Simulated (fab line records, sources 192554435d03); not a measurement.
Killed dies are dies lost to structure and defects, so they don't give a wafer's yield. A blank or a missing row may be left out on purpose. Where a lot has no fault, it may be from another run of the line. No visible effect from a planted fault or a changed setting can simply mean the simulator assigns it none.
Split-lot experiment / flow n5_finfet / 21 wafers read across 7 lots, on a route 1938 steps long

THE SPLIT
At N5_MOL_CONTACT_COAG_COAT_75 (time 60 s, resist thk 60 nm), the setting spin_rpm was moved away from the recipe's 1500 rpm on 13 of the 21 wafers read, by -10.0% to +7.1%. All remaining wafers had this setting at the recipe value.

FROM THE SPLIT TO THE READING: what the file shows between them, 8 steps
- N5_MOL_CONTACT_COAG_COAT_76: time 60 s, resist thk 10 nm (also split here: spin_rpm)
- N5_MOL_CONTACT_COAG_COAT_77: time 60 s, resist thk 10 nm
- N5_MOL_CONTACT_COAG_COAT_78: resist thk 40 nm
- N5_MOL_CONTACT_COAG_DESCUM_88: chemistry O2, time 7 s
- N5_MOL_CONTACT_COAG_ETCH_89: etches underlayer in N2/H2, target depth 13 nm, time 10.4 s
- N5_MOL_CONTACT_COAG_ETCH_90: etches SiARC in CF4, target depth 13 nm, time 21.7 s
- N5_MOL_CONTACT_COAG_ALD_131: deposits SiO2, target thk 5 nm, pulse time 1 s, co reactant pulse time 1 s
- N5_MOL_CONTACT_COAG_ETCHBACK_132: etches SiO2 in CHF3, target depth 10 nm, time 6.7 s

THE READING
etch.depth_nm (the simulator's own value, which no gauge read), in nm, at N5_MOL_CONTACT_COAG_ETCH_91 (etches SOC in N2/H2, target depth 60 nm, overetch 21 nm, time 101.2 s). The file does not state a usual value for it. The 8 wafers here that ran the recipe average 59.95 nm, standard deviation 0.11 nm.

wafer=L079.4; tool, chamber at the split=litho_track-04, 0; spin_rpm as run, rpm=1591; against the recipe=+6.1%; etch.depth_nm, nm=58.1; against lot-mates on the recipe=no lot-mate on the recipe
wafer=L079.5; tool, chamber at the split=litho_track-04, 0; spin_rpm as run, rpm=1591; against the recipe=+6.1%; etch.depth_nm, nm=58.04; against lot-mates on the recipe=no lot-mate on the recipe
wafer=L079.6; tool, chamber at the split=litho_track-04, 0; spin_rpm as run, rpm=1591; against the recipe=+6.1%; etch.depth_nm, nm=58.07; against lot-mates on the recipe=no lot-mate on the recipe
wafer=L089.1; tool, chamber at the split=litho_track-03, 0; spin_rpm as run, rpm=1606; against the recipe=+7.1%; etch.depth_nm, nm=58.08; against lot-mates on the recipe=-1.87
wafer=L089.2; tool, chamber at the split=litho_track-03, 0; spin_rpm as run, rpm=1606; against the recipe=+7.1%; etch.depth_nm, nm=58.07; against lot-mates on the recipe=-1.88
wafer=L089.3; tool, chamber at the split=litho_track-03, 0; spin_rpm as run, rpm=1500; against the recipe=recipe; etch.depth_nm, nm=59.95; against lot-mates on the recipe=-
wafer=L090.1; tool, chamber at the split=litho_track-04, 0; spin_rpm as run, rpm=1441; against the recipe=-3.9%; etch.depth_nm, nm=61.24; against lot-mates on the recipe=+1.21
wafer=L090.2; tool, chamber at the split=litho_track-04, 0; spin_rpm as run, rpm=1441; against the recipe=-3.9%; etch.depth_nm, nm=61.25; against lot-mates on the recipe=+1.22
wafer=L090.3; tool, chamber at the split=litho_track-04, 0; spin_rpm as run, rpm=1500; against the recipe=recipe; etch.depth_nm, nm=60.03; against lot-mates on the recipe=-
wafer=L092.1; tool, chamber at the split=litho_track-03, 0; spin_rpm as run, rpm=1588; against the recipe=+5.9%; etch.depth_nm, nm=58.1; against lot-mates on the recipe=-2.02
wafer=L092.2; tool, chamber at the split=litho_track-03, 0; spin_rpm as run, rpm=1588; against the recipe=+5.9%; etch.depth_nm, nm=58.32; against lot-mates on the recipe=-1.80
wafer=L092.4; tool, chamber at the split=litho_track-03, 0; spin_rpm as run, rpm=1500; against the recipe=recipe; etch.depth_nm, nm=60.12; against lot-mates on the recipe=-
wafer=L091.2; tool, chamber at the split=litho_track-04, 0; spin_rpm as run, rpm=1500; against the recipe=recipe; etch.depth_nm, nm=59.9; against lot-mates on the recipe=-
wafer=L091.4; tool, chamber at the split=litho_track-04, 0; spin_rpm as run, rpm=1500; against the recipe=recipe; etch.depth_nm, nm=59.92; against lot-mates on the recipe=-
wafer=L091.6; tool, chamber at the split=litho_track-04, 0; spin_rpm as run, rpm=1500; against the recipe=recipe; etch.depth_nm, nm=60.04; against lot-mates on the recipe=-
wafer=L093.3; tool, chamber at the split=litho_track-01, 0; spin_rpm as run, rpm=1350; against the recipe=-10.0%; etch.depth_nm, nm=63.13; against lot-mates on the recipe=+3.35
wafer=L093.5; tool, chamber at the split=litho_track-01, 0; spin_rpm as run, rpm=1500; against the recipe=recipe; etch.depth_nm, nm=59.78; against lot-mates on the recipe=-
wafer=L093.6; tool, chamber at the split=litho_track-01, 0; spin_rpm as run, rpm=1350; against the recipe=-10.0%; etch.depth_nm, nm=63.39; against lot-mates on the recipe=+3.61
wafer=L095.2; tool, chamber at the split=litho_track-04, 0; spin_rpm as run, rpm=1576; against the recipe=+5.1%; etch.depth_nm, nm=58.56; against lot-mates on the recipe=-1.26
wafer=L095.4; tool, chamber at the split=litho_track-04, 0; spin_rpm as run, rpm=1576; against the recipe=+5.1%; etch.depth_nm, nm=58.56; against lot-mates on the recipe=-1.26
wafer=L095.3; tool, chamber at the split=litho_track-04, 0; spin_rpm as run, rpm=1500; against the recipe=recipe; etch.depth_nm, nm=59.82; against lot-mates on the recipe=-

FIT RESULTS
A straight line over all 21 wafers: etch.depth_nm changes by -0.309 nm for each +1% of spin_rpm; r = -1.00; the points scatter about the line by 0.14 nm.
The same after taking each lot's own level away (the mean of its wafers on the recipe; 18 wafers): -0.314 nm for each +1%; r = -0.99; scatter 0.19 nm.
On that fit, the largest move of spin_rpm shifts the reading by 3.1 nm.
Across the lots, their own levels run from 59.780 to 60.120 nm, a range of 3.2 times the standard deviation given above.
The two slopes are in agreement: the lot-to-lot level therefore moves the slope only a little.
Check: with one of the wafers moved furthest among these (-10.0%) left out of the fit, the line predicts +3.2 nm for it against its lot-mates. Against them it came out at +3.35 nm.

THE OTHER SPLITS THESE WAFERS WENT THROUGH
Other splits were also applied to these wafers ahead of the reading. Each is held against what the fit with the lots' levels taken away leaves over:
other split on the same wafers=N5_SD_ACTIVATION_LSA_01 temp_c; wafers away from the commonest value=3; r with etch.depth_nm (lot level and that fit taken away)=-0.36
other split on the same wafers=N5_HKMG_FIN_COAT_43 spin_rpm; wafers away from the commonest value=7; r with etch.depth_nm (lot level and that fit taken away)=-0.06
other split on the same wafers=N5_HKMG_FIN_ETCH_55 bias_w; wafers away from the commonest value=6; r with etch.depth_nm (lot level and that fit taken away)=-0.01
other split on the same wafers=N5_HKMG_FIN_ETCH_35 source_w; wafers away from the commonest value=6; r with etch.depth_nm (lot level and that fit taken away)=+0.32
other split on the same wafers=N5_GATE_CUT_ALD_22 ald_cycles; wafers away from the commonest value=5; r with etch.depth_nm (lot level and that fit taken away)=-0.28
other split on the same wafers=N5_MOL_CONTACT_COAG_COAT_76 spin_rpm; wafers away from the commonest value=6; r with etch.depth_nm (lot level and that fit taken away)=-0.20

THE WHOLE CHAIN: every reading that the file lists as answering this split, in the file's order
step=N5_MOL_CONTACT_COAG_COAT_75; what it does=time 60 s, resist thk 60 nm; reading=SOC_of_MOL_CONTACT_COAG_COAT_75.thk_nm (the simulator's own value, which no gauge read); change (the file's fit)=-0.318 nm for each +1% of the setting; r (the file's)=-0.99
step=N5_MOL_CONTACT_COAG_ETCH_91; what it does=etches SOC in N2/H2, target depth 60 nm, overetch 21 nm, time 101.2 s; reading=etch.depth_nm (the simulator's own value, which no gauge read); change (the file's fit)=-0.312 nm for each +1% of the setting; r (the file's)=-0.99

FILE'S OWN FIT
etch.depth_nm changes by -0.312 nm for each +1% of spin_rpm, r = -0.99.
